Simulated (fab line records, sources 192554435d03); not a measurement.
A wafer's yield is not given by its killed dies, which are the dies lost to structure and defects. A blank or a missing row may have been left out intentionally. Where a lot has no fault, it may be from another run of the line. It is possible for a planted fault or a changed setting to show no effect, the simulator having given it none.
Matching of chambers | flow n5_finfet | N5_BEOL_M9_DESCUM_16 on rie_diel-06 has 4 sister chambers
The step chemistry O2, time 7.9 s. 16 wafers are shown with their chamber, then 8 later ones without.

## WAFERS PAIRED WITH THEIR CHAMBERS
wafer  | chamber | showerhead_plenum_p_Torr (Torr) | drypump_motor_current_A (A) | throttle_valve_pct (%)
L075.1 | 2       | 2.05                            | 5.0                         | 19.98
L075.3 | 1       | 2.08                            | 5.0                         | 20.48
L075.5 | 3       | 2.19                            | 5.7                         | 20.33
L077.2 | 3       | 2.19                            | 5.7                         | 20.34
L077.3 | 0       | 1.99                            | 6.3                         | 20.60
L077.6 | 3       | 2.19                            | 5.7                         | 20.32
L082.1 | 0       | 1.99                            | 6.3                         | 20.61
L082.2 | 3       | 2.19                            | 5.7                         | 20.33
L082.4 | 1       | 2.07                            | 5.1                         | 20.48
L084.3 | 2       | 2.04                            | 5.0                         | 20.00
L084.4 | 0       | 1.99                            | 6.2                         | 20.61
L084.6 | 0       | 1.99                            | 6.2                         | 20.60
L088.1 | 1       | 2.07                            | 5.1                         | 20.52
L088.3 | 0       | 1.99                            | 6.2                         | 20.63
L088.4 | 2       | 2.04                            | 5.0                         | 20.02
L090.1 | 0       | 1.98                            | 6.2                         | 20.63

SIGNATURES, as means of the wafers listed above
reading                  | chamber 0 | chamber 1 | chamber 2 | chamber 3 | scatter within a chamber
showerhead_plenum_p_Torr | 1.9883    | 2.0733    | 2.0433    | 2.1900    | 0.00425
drypump_motor_current_A  | 6.233     | 5.067     | 5.000     | 5.700     | 0.0408
throttle_valve_pct       | 20.6133   | 20.4933   | 20.0000   | 20.3300   | 0.0158
Rule: for a wafer and a chamber, the distance is found by dividing, reading by reading, the gap between the wafer's reading and the chamber's mean by the reading's scatter, squaring, summing and taking the root. The wafer belongs to the nearest chamber; if the next one is less than 2 further off, it can't be placed. How the scatter is found: for the shown wafers, subtract from each reading the mean of its chamber, square and add these, divide the total by (wafers less chambers), then take the root.

## WAFERS WITHOUT THEIR CHAMBER
wafer  | showerhead_plenum_p_Torr (Torr) | drypump_motor_current_A (A) | throttle_valve_pct (%)
L090.3 | 2.04                            | 5.0                         | 20.04
L090.5 | 2.04                            | 5.0                         | 20.02
L094.3 | 2.03                            | 5.0                         | 20.05
L094.5 | 2.18                            | 5.7                         | 20.38
L094.6 | 1.98                            | 6.2                         | 20.66
L096.1 | 2.17                            | 5.7                         | 20.40
L096.4 | 2.03                            | 5.0                         | 20.05
L096.5 | 2.03                            | 5.0                         | 20.05

## EACH ONE'S CHAMBER
wafer  | from the rows above | in truth
L090.3 | 2                   | 2
L090.5 | 2                   | 2
L094.3 | 2                   | 2
L094.5 | 3                   | 3
L094.6 | 0                   | 0
L096.1 | 3                   | 3
L096.4 | 2                   | 2
L096.5 | 2                   | 2
8 of 8 placed correctly. Not placeable from these rows: 0. Number placed wrongly: 0.
